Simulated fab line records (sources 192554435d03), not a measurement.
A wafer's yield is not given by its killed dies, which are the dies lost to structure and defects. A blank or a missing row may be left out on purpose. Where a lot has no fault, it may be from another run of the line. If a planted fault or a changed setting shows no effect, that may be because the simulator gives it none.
Chamber matching ; flow n5 finfet ; 3 sister chambers for N5_GATE_CUT_HM_DEP_46 on pecvd-01
The step deposits SiO2 from TEOS/O2, target thk 130 nm, time 26.6 s. 18 wafers are shown with their chamber, then 9 later ones without.

## EACH WAFER AND ITS CHAMBER
wafer;chamber;throttle valve pct (%);heater power w (W);showerhead plenum p Torr (Torr)
L074.2;0;18.2;590;8.347
L074.3;2;16.8;385;8.330
L074.4;0;18.4;595;8.328
L075.3;1;20.9;470;8.327
L075.5;2;17.0;386;8.356
L075.6;0;18.4;722;8.360
L076.2;2;17.1;420;8.320
L076.5;0;18.3;733;8.351
L076.6;1;20.8;558;8.330
L080.1;1;20.7;429;8.295
L080.4;2;17.0;373;8.350
L080.5;1;20.7;442;8.310
L084.3;2;17.2;406;8.312
L084.4;1;21.1;565;8.337
L084.5;2;16.9;409;8.340
L086.1;2;17.1;425;8.339
L086.2;1;20.7;460;8.341
L086.4;1;20.8;489;8.323

SIGNATURES, as means of the wafers listed above
reading;chamber 0;chamber 1;chamber 2;scatter within a chamber
throttle valve pct;18.325;20.814;17.014;0.133
heater power w;660.00;487.57;400.57;50.4
showerhead plenum p Torr;8.34650;8.32329;8.33529;0.0154
Rule: distance of a wafer from a chamber = root of the sum over the readings of ((wafer's reading minus chamber's mean) / reading's scatter) squared. The wafer belongs to the nearest chamber; if the next one is less than 2 further off, it can't be placed. The scatter is the square root of a quotient: the sum, over the shown wafers, of each reading's squared deviation from its chamber's mean, divided by wafers minus chambers.

## WAFERS WITH NO CHAMBER GIVEN
wafer;throttle valve pct (%);heater power w (W);showerhead plenum p Torr (Torr)
L088.1;18.4;692;8.339
L088.2;20.4;557;8.314
L088.4;20.5;576;8.333
L089.1;20.3;491;8.330
L089.4;18.2;685;8.333
L089.6;20.8;500;8.322
L091.1;20.5;555;8.325
L091.3;17.1;466;8.326
L091.4;18.5;733;8.325

## EACH ONE'S CHAMBER
wafer;from the rows above;in truth
L088.1;0;0
L088.2;1;1
L088.4;1;1
L089.1;1;1
L089.4;0;0
L089.6;1;1
L091.1;1;1
L091.3;2;2
L091.4;0;0
Correctly placed: 9 of 9. Left unplaced by these rows: 0. Number placed wrongly: 0.
